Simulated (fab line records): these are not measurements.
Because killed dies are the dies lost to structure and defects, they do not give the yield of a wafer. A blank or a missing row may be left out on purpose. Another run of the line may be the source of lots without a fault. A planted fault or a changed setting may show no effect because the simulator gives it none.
A struck lot beside a sound one | flow n5 finfet | 41 steps out of a route of 1938
Sound: wafers L471.3, L471.4, L471.6. Struck: wafer L461.6 (L461.4, L461.5, from the same lot, were not struck and are left out); the cause is given at the end.
For every step that has rows: the tool of each side, followed by ch and its chambers, followed by its first start. Under that, the readings that differ: sound wafers | struck wafers | difference of the means | sigmas: that difference in standard deviations of wafers without a fault.
alike: same words and numbers on both sides, and readings whose means sit less than 2 such deviations apart. not compared: any withheld reading, any reading some wafer has no value for, any bound like >300 that may hide the same value, and any number with overlapping values for which the record gives no deviation.
A row with sigmas, a row that says differs or no value, or rows on one side alone: a step with any of these is where the two part. Numbers that don't overlap but have no deviation are shown without sigmas and don't part them. Lack of a reading on every wafer of one side parts them only where that side has two or more wafers.

first, 12 steps without rows for these wafers: N5_HKMG_FIN_STRIP_33 (strips in N2/H2); N5_HKMG_FIN_STRIP_34 (strips in CF4); N5_HKMG_FIN_ETCH_35 (etches SOC in N2/H2, target depth 215.8 nm, time 243.4 s); N5_HKMG_FIN_STRIP_92 (strips SOC in N2/H2, time 20 s); N5_HKMG_FIN_WET_ETCH_18 (etches TiN in SC1, time 55 s, target depth 5.2 nm, rinse time 30 s); N5_HKMG_FIN_STRIP_19 (strips in N2/H2, time 360 s); N5_HKMG_FIN_ALD_91 (deposits TiN, target thk 1 nm, pulse time 1 s, purge time 3 s); N5_HKMG_FIN_COAT_85 (time 60 s, resist thk 300 nm); N5_HKMG_FIN_ETCH_86 (etches SOC in N2/H2, stops on TiN, target depth 393.2 nm); N5_HKMG_FIN_STRIP_89 (strips SOC in N2/H2, time 20 s); N5_HKMG_FIN_WET_ETCH_87 (etches TiN in SC1, time 154.2 s, target depth 4.7 nm, rinse time 30 s); N5_HKMG_FIN_STRIP_88 (strips in N2/H2, time 360 s).
N5_HKMG_FIN_NWFM_ALD_20: deposits TiAlC, target thk 2 nm, pulse time 3 s, purge time 2 s.
  sound on ald metal-03 ch 0,2,3, day 8 13:50; struck on ald metal-01 ch 3, day 6 03:08
  reading    | sound | struck | difference | sigmas
  ald cycles | 7 7 7 | 6      | -1         |
  alike: heater power w, precursor pulse height rel
then, 26 steps without rows for these wafers: N5_HKMG_FIN_ALD_71 (deposits TiN, target thk 1 nm, pulse time 1 s, purge time 3 s); N5_HKMG_FIN_COAT_66 (time 60 s, resist thk 300 nm); N5_HKMG_FIN_ETCH_67 (etches SOC in N2/H2, stops on TiN, target depth 388.9 nm); N5_HKMG_FIN_STRIP_90 (strips SOC in N2/H2, time 20 s); N5_HKMG_FIN_WET_ETCH_73 (etches the open film in SC1, time 42.3 s, target depth 1.3 nm, rinse time 30 s); N5_HKMG_FIN_ETCHBACK_68 (etches the open film in Cl2/Ar, stops on HfO2, target depth 0.5 nm); N5_HKMG_FIN_STRIP_69 (strips in N2/H2, time 360 s); N5_HKMG_FIN_ALD_21 (deposits TiN, target thk 1.5 nm, pulse time 1 s, purge time 3 s); N5_HKMG_FIN_ALD_72 (deposits W, target thk 2 nm, pulse time 1 s, purge time 2 s); N5_HKMG_FIN_W_FILL_22 (material W, target thk 60 nm, time 18.2 s); N5_HKMG_FIN_PRECLEAN_83 (cleans in DIW, time 57.5 s); N5_HKMG_FIN_SRD_84 (dry time 32 s); N5_HKMG_FIN_CMP_23 (polishes, stops on SiNx, t overpolish 10 s, target thk 46.326 nm); N5_HKMG_FIN_CMP_94 (polishes, stops on SiNx, t overpolish 4.7 s, target thk 43.299 nm); N5_GATE_CUT_ETCHBACK_00 (etches W in SF6/Cl2); N5_GATE_CUT_ETCH_56 (etches TiN in Cl2/Ar, target depth 21.6 nm); N5_GATE_CUT_ETCHBACK_30 (etches TiN in Cl2/Ar, target depth 3 nm); N5_GATE_CUT_VAPOR_ETCH_60 (etches HfO2 in BCl3/Cl2); N5_GATE_CUT_ETCH_58 (etches SiNx in CH3F/O2, target depth 17 nm, time 128.6 s); N5_GATE_CUT_STRIP_59 (strips in N2/H2, time 20 s); N5_GATE_CUT_PRECLEAN_31 (cleans in DIW, time 300 s); N5_GATE_CUT_SRD_32 (time 30 s); N5_GATE_CUT_SAC_CAP_01 (material SiNx, target thk 24 nm, pulse time 1 s, ald cycles 480); N5_GATE_CUT_PECVD_57 (deposits SiNx from SiH4/NH3/N2, target thk 21 nm); N5_GATE_CUT_CMP_02 (polishes, stops on SiO2, t overpolish 12.7 s, target thk 0 nm); N5_GATE_CUT_HM_DEP_46 (deposits SiO2 from TEOS/O2, target thk 130 nm, time 26.6 s).
-- a jump in the record: the struck wafers' starts before and after are 4 days apart (it breaks off in module GATE_CUT and resumes in module BEOL_M4, where the first step shown is number 1111 of the route) --
N5_BEOL_M4_RC_MEAS_101:
  sound on prober-01 ch 0, day 12 05:46; struck on prober-01 ch 0, day 9 15:38
  reading             | sound                     | struck   | difference | sigmas
  IOFF_N (nA/um)      | 0.22 0.16 0.14            | 0.06     | -0.11      | -3
  IOFF_N_85C (nA/um)  | 4.0 3.1 2.9               | 1.5      | -1.8       | -3
  IOFF_N_LIN (nA/um)  | 0.096 0.075 0.067         | 0.031    | -0.048     | -3
  IOFF_N_LONG (nA/um) | 5.4e-05 5.42e-05 5.49e-05 | 3.43e-05 | -2.01e-05  | -9
  ION_N (uA/um)       | 688 678 657               | 628      | -46        | -4
  VT_N (mV)           | 245 252 254               | 274      | +24        | +7
  VT_N_LONG (mV)      | 276.3 276.0 276.6         | 296.8    | +20.5      | +12
  VT_N_LVT (mV)       | 94 100 102                | 125      | +26        | +8
  alike: DIBL_N, DIBL_P, IOFF_P, ION_P, SS_N, SS_P, VT_P
-- here the record skips 4 days between the struck wafers' starts before and after, leaving off in module BEOL_M4 and picking up in module PASSIVATION (first step shown: number 1936 of the route) --
N5_PASSIVATION_PROBE_49:
  sound on prober-01, day 16 07:38; struck on prober-01, day 13 18:11
  reading                  | sound          | struck | difference | sigmas
  defect limited yield (%) | 90.3 89.0 91.2 | 93.1   | +2.9       | +2
  killed_at_M4_up          | 22 11 31       | 7      | -14        | -2
  killed dies              | 115 130 104    | 81     | -35        | -2
  killed short             | 37 48 34       | 23     | -17        | -2
  sort_bin_8_speed (%)     | 0 0 0          | 24.15  | +24.15     | +99 or more
  sort n pass              | 1065 1050 1076 | 814    | -250       | -16
  sort yield pct (%)       | 90.3 89.0 91.2 | 69.0   | -21.2      | -15
  alike: killed_at_M0_to_M3, killed at contacts, killed at front end, killed at other, killed open, sort_bin_5_function, sort_bin_6_memory

## WHERE THEY PART
At N5_BEOL_M4_RC_MEAS_101 first; at N5_PASSIVATION_PROBE_49 last (within this record only).

WHY: what had been put in by the simulator
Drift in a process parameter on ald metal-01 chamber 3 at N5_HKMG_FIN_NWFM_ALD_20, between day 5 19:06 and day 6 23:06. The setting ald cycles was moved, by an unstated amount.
